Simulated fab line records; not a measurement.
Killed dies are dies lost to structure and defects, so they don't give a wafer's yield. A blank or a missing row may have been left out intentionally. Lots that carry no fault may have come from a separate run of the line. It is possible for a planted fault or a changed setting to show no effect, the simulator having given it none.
Matching of chambers ; flow nandHarc ; rieDiel-08 running NHARC_P_M1_DESCUM_14: 4 sister chambers
The step chemistry O2, time 3 s. 4 wafers are shown with their chamber, then 8 later ones without.

WAFERS, EACH WITH ITS CHAMBER
wafer;chamber;drypumpMotorCurrentA (A)
L080.1;3;5.94
L082.5;0;5.81
L090.6;2;6.27
L092.1;1;5.71

WAFERS WITHOUT THEIR CHAMBER
wafer;drypumpMotorCurrentA (A)
L092.3;5.80
L092.4;6.25
L093.1;5.82
L093.2;6.26
L093.6;5.91
L094.2;5.92
L094.3;6.29
L094.4;5.66

WHICH CHAMBER EACH WENT THROUGH
wafer;from the rows above;in truth
L092.3;0;0
L092.4;2;2
L093.1;0;0
L093.2;2;2
L093.6;3;3
L094.2;3;3
L094.3;2;2
L094.4;1;1
8 of 8 placed correctly. From these rows, 0 cannot be placed. Number placed wrongly: 0.
How it was worked out, from the rows above alone: a wafer's distance from a chamber is the root of the sum, over the readings, of the square of ((its reading less the chamber's mean) divided by the reading's scatter). The wafer belongs to the nearest chamber; if the next one is less than 2 further off, it can't be placed. A chamber's mean is the mean of its shown wafers. The scatter (one wafer shown for each chamber): square how far every hidden wafer sits from the nearest shown wafer, average those squares and take the square root.
